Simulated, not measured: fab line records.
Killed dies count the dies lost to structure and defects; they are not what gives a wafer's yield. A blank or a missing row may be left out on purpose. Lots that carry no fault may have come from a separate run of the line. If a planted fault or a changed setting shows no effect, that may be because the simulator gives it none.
Matching of chambers    flow n5Finfet    N5_BEOL_M14_ILD_DEP_00 on pecvd-04 has 3 sister chambers
The step deposits SiO2 from TEOS/O2, target thk 1119.3 nm, time 237.4 s. 3 wafers are shown with their chamber, then 12 later ones without.

## WAFERS, EACH WITH ITS CHAMBER
wafer   chamber  showerheadPlenumPTorr (Torr)
L085.5  2        8.37
L091.4  1        8.30
L091.5  0        8.35

## WAFERS WHOSE CHAMBER IS MISSING
wafer   showerheadPlenumPTorr (Torr)
L092.1  8.28
L092.2  8.35
L092.3  8.33
L092.4  8.29
L092.5  8.38
L092.6  8.36
L093.1  8.30
L093.4  8.36
L093.5  8.37
L095.2  8.35
L095.3  8.30
L095.6  8.37

## THE CHAMBER EACH PASSED THROUGH
wafer   from the rows above           in truth
L092.1  1                             1
L092.2  can't be placed: 0 or 2       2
L092.3  can't be placed: 0 or 1 or 2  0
L092.4  1                             1
L092.5  can't be placed: 2 or 0       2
L092.6  can't be placed: 0 or 2       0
L093.1  1                             1
L093.4  can't be placed: 0 or 2       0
L093.5  can't be placed: 2 or 0       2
L095.2  can't be placed: 0 or 2       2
L095.3  1                             1
L095.6  can't be placed: 2 or 0       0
Correctly placed: 4 of 12. Can't be placed from these rows: 8 (the true chamber is among the candidates in 8). Placed wrongly: 0.
How it was worked out, from the rows above alone: a wafer's distance from a chamber is the root of the sum, over the readings, of the square of ((its reading less the chamber's mean) divided by the reading's scatter). If the next closest chamber is less than 2 further off than the closest, the wafer can't be placed; otherwise it belongs to the closest. For every chamber, the mean is computed from those of its wafers that are shown. The scatter (one wafer shown for each chamber): square how far every hidden wafer sits from the nearest shown wafer, average those squares and take the square root.
